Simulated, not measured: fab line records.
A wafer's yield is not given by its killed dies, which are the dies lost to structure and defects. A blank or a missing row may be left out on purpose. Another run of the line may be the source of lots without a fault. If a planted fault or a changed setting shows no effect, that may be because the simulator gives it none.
Chamber matching | flow n5_finfet | cmp-04 running N5_BEOL_M12_CMP_49: 4 sister chambers
The step polishes, stops on SiOC, t overpolish 20.6 s, target thk 320 nm. 4 wafers are shown with their chamber, then 7 later ones without.

## WAFERS PAIRED WITH THEIR CHAMBERS
wafer  | chamber | motor_current_A (A)
L086.2 | 0       | 5.3
L090.5 | 3       | 6.6
L091.1 | 1       | 6.5
L091.4 | 2       | 6.1

## WAFERS WITHOUT THEIR CHAMBER
wafer  | motor_current_A (A)
L091.5 | 5.3
L093.1 | 5.2
L093.4 | 6.9
L093.6 | 6.0
L097.1 | 6.4
L097.2 | 6.1
L097.3 | 5.3

## CHAMBER TAKEN BY EACH
wafer  | from the rows above          | in truth
L091.5 | 0                            | 0
L093.1 | 0                            | 0
L093.4 | can't be placed: 3 or 1      | 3
L093.6 | 2                            | 2
L097.1 | can't be placed: 1 or 3 or 2 | 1
L097.2 | 2                            | 2
L097.3 | 0                            | 0
Correct placement for 5 of the 7. Unplaceable from these rows: 2, with the true chamber sitting among the candidates in 2. Wrongly placed: 0.
How it was worked out, from the rows above alone: a wafer's distance from a chamber is the root of the sum, over the readings, of the square of ((its reading less the chamber's mean) divided by the reading's scatter). If the next closest chamber is less than 2 further off than the closest, the wafer can't be placed; otherwise it belongs to the closest. A chamber's mean is the mean of its shown wafers. The scatter: with one shown wafer a chamber, the root of the mean of the squares of how far each hidden wafer lies from its nearest shown one.
